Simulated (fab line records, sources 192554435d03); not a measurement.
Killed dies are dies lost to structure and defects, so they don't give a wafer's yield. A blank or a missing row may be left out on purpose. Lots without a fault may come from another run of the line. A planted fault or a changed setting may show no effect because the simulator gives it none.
Chamber matching | flow n5_finfet | N5_BEOL_M1_STRIP_36 on rie_diel-01: 4 sister chambers
The step strips in N2/H2. 4 wafers are shown with their chamber, then 7 later ones without.

WAFERS WITH THEIR CHAMBER
wafer  | chamber | drypump_motor_current_A (A)
L081.5 | 0       | 4.8
L083.6 | 2       | 6.1
L089.1 | 1       | 5.2
L089.4 | 3       | 6.4

WAFERS WITHOUT THEIR CHAMBER
wafer  | drypump_motor_current_A (A)
L089.5 | 6.1
L091.2 | 6.1
L091.3 | 5.2
L091.6 | 4.8
L093.3 | 6.4
L093.4 | 6.4
L093.6 | 4.7

WHICH CHAMBER EACH WENT THROUGH
wafer  | from the rows above | in truth
L089.5 | 2                   | 2
L091.2 | 2                   | 2
L091.3 | 1                   | 1
L091.6 | 0                   | 0
L093.3 | 3                   | 3
L093.4 | 3                   | 3
L093.6 | 0                   | 0
Placed correctly: 7 of 7. Can't be placed from these rows: 0. Placed wrongly: 0.
How it was worked out, from the rows above alone: a wafer's distance from a chamber is the root of the sum, over the readings, of the square of ((its reading less the chamber's mean) divided by the reading's scatter). The wafer belongs to the nearest chamber; if the next one is less than 2 further off, it can't be placed. A chamber's mean is the mean of its shown wafers. The scatter: with one shown wafer a chamber, the root of the mean of the squares of how far each hidden wafer lies from its nearest shown one.
